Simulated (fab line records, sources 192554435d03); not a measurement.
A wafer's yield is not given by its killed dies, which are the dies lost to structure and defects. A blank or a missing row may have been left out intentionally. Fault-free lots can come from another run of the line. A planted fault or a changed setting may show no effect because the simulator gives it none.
Which of the tools did it? | flow n5-finfet | Sampling: 24 lots, 72 wafers, 3 of 1938 route steps

== WHAT THE GAUGES READ, wafer by wafer ==
N5_STI_FIN_REVEAL_INSPECT_13: inspects for defects (darkfield).
lot  | measured    | on                | raw-defect-count
L074 | day 2 11:38 | defect-inspect-01 | 11 32 22
L075 | day 2 17:53 | defect-inspect-01 | 12 10 13
L076 | day 3 01:15 | defect-inspect-01 | 9 8 10
L077 | day 3 06:18 | defect-inspect-01 | 3 7 5
L078 | day 3 13:56 | defect-inspect-02 | 7 14 15
L079 | day 3 18:53 | defect-inspect-02 | 8 6 10
L080 | day 4 01:48 | defect-inspect-02 | 5 13 7
L081 | day 4 07:06 | defect-inspect-02 | 13 4 15
L082 | day 4 12:00 | defect-inspect-01 | 6 13 3
L083 | day 4 20:31 | defect-inspect-02 | 10 12 20
L084 | day 5 01:13 | defect-inspect-02 | 16 6 16
L085 | day 5 10:38 | defect-inspect-01 | 13 9 21
L086 | day 5 14:52 | defect-inspect-01 | 8 8 6
L087 | day 5 19:56 | defect-inspect-02 | 7 5 2
L088 | day 6 02:44 | defect-inspect-02 | 10 19 12
L089 | day 6 07:20 | defect-inspect-01 | 11 10 21
L090 | day 6 13:07 | defect-inspect-01 | 8 5 11
L091 | day 6 20:13 | defect-inspect-01 | 12 18 9
L092 | day 6 23:47 | defect-inspect-02 | 9 1 23
L093 | day 7 06:17 | defect-inspect-02 | 6 7 5
L094 | day 7 12:25 | defect-inspect-02 | 10 12 7
L095 | day 7 19:53 | defect-inspect-02 | 24 16 18
L096 | day 8 00:55 | defect-inspect-02 | 3 15 6
L097 | day 8 07:25 | defect-inspect-01 | 9 17 7

== TOOL THAT RAN EACH LOT (tool first, then ch and the chambers of the sampled wafers, then the start) ==
lot  | N5_FIN_CUT_CUT_ETCH_27            | N5_FIN_CUT_STRIP_22
L074 | rie-diel-06 ch 0,2,3, day 2 02:25 | rie-diel-02 ch 0,2,3, day 2 02:41
L075 | rie-diel-05 ch 1,2, day 2 08:31   | rie-diel-06 ch 0,2,3, day 2 08:47
L076 | rie-diel-05 ch 0,1,3, day 2 14:48 | rie-diel-02 ch 0,2,3, day 2 15:04
L077 | rie-diel-02 ch 0,2,3, day 2 20:49 | rie-diel-05 ch 1,2, day 2 21:12
L078 | rie-diel-06 ch 1,2,3, day 3 04:01 | rie-diel-05 ch 1,2,3, day 3 04:17
L079 | rie-diel-06 ch 0,2,3, day 3 09:25 | rie-diel-06 ch 0,1,3, day 3 09:41
L080 | rie-diel-05 ch 1,2, day 3 16:38   | rie-diel-05 ch 1,2,3, day 3 16:56
L081 | rie-diel-05 ch 1,2, day 3 21:45   | rie-diel-06 ch 2,3, day 3 22:01
L082 | rie-diel-02 ch 0,1,2, day 4 02:43 | rie-diel-06 ch 0,1,2, day 4 02:59
L083 | rie-diel-06 ch 0,1, day 4 10:37   | rie-diel-06 ch 0,2,3, day 4 11:03
L084 | rie-diel-02 ch 0,1, day 4 15:51   | rie-diel-06 ch 0,2, day 4 16:08
L085 | rie-diel-02 ch 0,2, day 4 23:32   | rie-diel-02 ch 0,1, day 5 00:01
L086 | rie-diel-02 ch 0,2,3, day 5 05:25 | rie-diel-02 ch 0,1, day 5 05:46
L087 | rie-diel-06 ch 1,2, day 5 09:13   | rie-diel-02 ch 0,1,2, day 5 09:29
L088 | rie-diel-02 ch 1,2,3, day 5 16:47 | rie-diel-05 ch 0,1,2, day 5 17:04
L089 | rie-diel-06 ch 0,2,3, day 5 21:53 | rie-diel-06 ch 1,2,3, day 5 22:09
L090 | rie-diel-05 ch 0,1,2, day 6 03:55 | rie-diel-05 ch 0,1,2, day 6 04:14
L091 | rie-diel-02 ch 2,3, day 6 10:21   | rie-diel-02 ch 0,3, day 6 11:11
L092 | rie-diel-06 ch 0,1,2, day 6 14:36 | rie-diel-06 ch 0,1,3, day 6 14:52
L093 | rie-diel-05 ch 0,2,3, day 6 20:21 | rie-diel-05 ch 0,1, day 6 20:37
L094 | rie-diel-05 ch 1,2, day 7 02:41   | rie-diel-02 ch 1,2,3, day 7 02:57
L095 | rie-diel-02 ch 0,2,3, day 7 09:34 | rie-diel-02 ch 0,3, day 7 09:52
L096 | rie-diel-02 ch 1,2, day 7 15:35   | rie-diel-05 ch 1,2,3, day 7 15:52
L097 | rie-diel-02 ch 1,2, day 7 22:12   | rie-diel-06 ch 1,2, day 7 22:28
- N5_FIN_CUT_CUT_ETCH_27: etches SiO2 in CHF3/O2, target depth 4 nm, overetch 2 nm, time 4.9 s.
- N5_FIN_CUT_STRIP_22: strips in N2/H2.

== AS READ BY THE TOOLS THEMSELVES (means over the sampled wafers that have a number; for cases with no such wafer, the mark the record gives instead) ==
N5_FIN_CUT_CUT_ETCH_27.
lot  | tool        | drypump-motor-current-A (A) | mfc-ar-sccm (sccm) | oes-product-au (a.u.) | rf-vpp-V (V) | showerhead-plenum-p-Torr (Torr) | throttle-valve-pct (%)
L074 | rie-diel-06 | 5.6                         | 199.6              | 0.61                  | 521          | 2.39                            | 18.88
L075 | rie-diel-05 | 5.7                         | 200.5              | 0.58                  | 521          | 2.46                            | 18.75
L076 | rie-diel-05 | 5.6                         | 199.4              | 0.57                  | 522          | 2.40                            | 18.96
L077 | rie-diel-02 | 5.4                         | 199.9              | 0.62                  | 525          | 2.41                            | 18.76
L078 | rie-diel-06 | 5.7                         | 199.5              | 0.60                  | 521          | 2.28                            | 19.00
L079 | rie-diel-06 | 5.6                         | 200.1              | 0.62                  | 520          | 2.38                            | 18.90
L080 | rie-diel-05 | 5.7                         | 199.8              | 0.57                  | 521          | 2.45                            | 18.74
L081 | rie-diel-05 | 5.5                         | 200.1              | 0.57                  | 517          | 2.41                            | 18.94
L082 | rie-diel-02 | 5.8                         | 200.8              | 0.62                  | 523          | 2.45                            | 18.85
L083 | rie-diel-06 | 5.9                         | 199.8              | 0.64                  | 525          | 2.34                            | 19.06
L084 | rie-diel-02 | 6.0                         | 199.8              | 0.62                  | 525          | 2.52                            | 19.00
L085 | rie-diel-02 | 5.5                         | 199.9              | 0.61                  | 522          | 2.39                            | 18.72
L086 | rie-diel-02 | 5.5                         | 200.3              | 0.61                  | 525          | 2.41                            | 18.78
L087 | rie-diel-06 | 5.9                         | 199.9              | 0.61                  | 523          | 2.27                            | 19.16
L088 | rie-diel-02 | 5.8                         | 199.9              | 0.63                  | 526          | 2.42                            | 18.89
L089 | rie-diel-06 | 5.7                         | 200.2              | 0.60                  | 520          | 2.38                            | 18.92
L090 | rie-diel-05 | 5.8                         | 200.8              | 0.63                  | 521          | 2.43                            | 18.73
L091 | rie-diel-02 | 5.5                         | 200.5              | 0.62                  | 524          | 2.36                            | 18.75
L092 | rie-diel-06 | 5.9                         | 199.5              | 0.62                  | 521          | 2.36                            | 19.05
L093 | rie-diel-05 | 5.9                         | 199.9              | 0.64                  | 524          | 2.43                            | 18.69
L094 | rie-diel-05 | 5.7                         | 199.5              | 0.62                  | 519          | 2.44                            | 18.65
L095 | rie-diel-02 | 5.5                         | 199.3              | 0.60                  | 525          | 2.40                            | 18.80
L096 | rie-diel-02 | 5.8                         | 199.8              | 0.62                  | 523          | 2.40                            | 18.86
L097 | rie-diel-02 | 6.0                         | 200.5              | 0.62                  | 525          | 2.46                            | 19.01

N5_FIN_CUT_STRIP_22.
lot  | tool        | drypump-motor-current-A (A) | oes-product-au (a.u.) | rf-vpp-V (V) | showerhead-plenum-p-Torr (Torr) | throttle-valve-pct (%)
L074 | rie-diel-02 | 5.5                         | 0.80                  | 53.2         | 3.37                            | 18.7
L075 | rie-diel-06 | 5.7                         | 0.77                  | 54.0         | 3.33                            | 19.0
L076 | rie-diel-02 | 5.5                         | 0.77                  | 55.5         | 3.37                            | 18.8
L077 | rie-diel-05 | 5.8                         | 0.72                  | 56.6         | 3.43                            | 18.5
L078 | rie-diel-05 | 5.6                         | 0.71                  | 55.5         | 3.37                            | 18.9
L079 | rie-diel-06 | 5.7                         | 0.77                  | 54.7         | 3.28                            | 18.9
L080 | rie-diel-05 | 5.6                         | 0.69                  | 55.0         | 3.37                            | 19.0
L081 | rie-diel-06 | 5.5                         | 0.71                  | 52.3         | 3.19                            | 18.9
L082 | rie-diel-06 | 5.9                         | 0.79                  | 53.2         | 3.30                            | 19.2
L083 | rie-diel-06 | 5.6                         | 0.75                  | 55.2         | 3.32                            | 19.0
L084 | rie-diel-06 | 5.9                         | 0.79                  | 53.4         | 3.34                            | 19.3
L085 | rie-diel-02 | 5.7                         | 0.76                  | 56.1         | 3.48                            | 19.0
L086 | rie-diel-02 | 5.7                         | 0.76                  | 54.6         | 3.48                            | 19.0
L087 | rie-diel-02 | 5.7                         | 0.77                  | 57.8         | 3.42                            | 18.9
L088 | rie-diel-05 | 5.8                         | 0.81                  | 54.5         | 3.38                            | 18.7
L089 | rie-diel-06 | 5.7                         | 0.74                  | 52.8         | 3.17                            | 19.1
L090 | rie-diel-05 | 5.8                         | 0.79                  | 53.2         | 3.37                            | 18.7
L091 | rie-diel-02 | 5.5                         | 0.72                  | 52.9         | 3.42                            | 19.0
L092 | rie-diel-06 | 5.7                         | 0.75                  | 54.1         | 3.27                            | 19.0
L093 | rie-diel-05 | 5.5                         | 0.86                  | 54.7         | 3.31                            | 18.8
L094 | rie-diel-02 | 5.8                         | 0.78                  | 56.8         | 3.38                            | 18.9
L095 | rie-diel-02 | 5.5                         | 0.74                  | 54.8         | 3.39                            | 19.0
L096 | rie-diel-05 | 5.6                         | 0.86                  | 53.8         | 3.35                            | 18.7
L097 | rie-diel-06 | 5.9                         | 0.74                  | 53.1         | 3.19                            | 19.3

== THE ANSWER, worked out from the rows above alone ==
Rule: the lots themselves supply what counts as usual. Put in order of their means at a reading, lots are off if they are a third of the lots or fewer, leave a main group of 4 or more, and stand apart from it by a gap of 3 or more times the standard deviation of the main group's means; of several such gaps the widest counts. A main group is skipped when, at the precision printed for the reading in the tables above, its means are all equal. A lot without any number at a reading at which 4 lots or more have one is off too. All remaining lots with rows at the step are treated as sound. Order of review: gauges by route order, followed by the tools' own readings, for which a lot's mean as printed above is used. At the first step where some lot is off, the reading lying furthest off is the one used; lots without a number count as furthest.
No lot is off at any reading shown: from this, nothing can be told.

== WHAT THE SIMULATOR HAD PUT IN ==
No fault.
